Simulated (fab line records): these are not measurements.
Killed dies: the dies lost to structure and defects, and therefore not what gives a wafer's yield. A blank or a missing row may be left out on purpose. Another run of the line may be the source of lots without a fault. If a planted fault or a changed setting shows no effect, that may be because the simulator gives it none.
Chamber matching | flow n5-finfet | cvd-co-02 running N5_BEOL_M1_PRE_CLEAN_60: 3 sister chambers
The step time 15 s. 3 wafers are shown with their chamber, then 12 later ones without.

== WAFERS PAIRED WITH THEIR CHAMBERS ==
wafer  | chamber | heater-power-w (W)
L088.2 | 1       | 67
L090.5 | 0       | 61
L090.6 | 2       | 59

== WAFERS MISSING THEIR CHAMBER ==
wafer  | heater-power-w (W)
L091.1 | 67
L091.4 | 62
L091.5 | 58
L093.2 | 58
L093.3 | 61
L093.4 | 67
L092.4 | 68
L092.5 | 62
L092.6 | 59
L094.1 | 61
L094.4 | 65
L094.5 | 62

== EACH ONE'S CHAMBER ==
wafer  | from the rows above | in truth
L091.1 | 1                   | 1
L091.4 | 0                   | 0
L091.5 | 2                   | 2
L093.2 | 2                   | 2
L093.3 | 0                   | 0
L093.4 | 1                   | 1
L092.4 | 1                   | 1
L092.5 | 0                   | 0
L092.6 | 2                   | 2
L094.1 | 0                   | 0
L094.4 | 1                   | 1
L094.5 | 0                   | 0
Correct placement for 12 of the 12. Can't be placed from these rows: 0. Wrongly placed: 0.
How it was worked out, from the rows above alone: a wafer's distance from a chamber is the root of the sum, over the readings, of the square of ((its reading less the chamber's mean) divided by the reading's scatter). The wafer belongs to the nearest chamber; if the next one is less than 2 further off, it can't be placed. For every chamber, the mean is computed from those of its wafers that are shown. The scatter: with one shown wafer a chamber, the root of the mean of the squares of how far each hidden wafer lies from its nearest shown one.
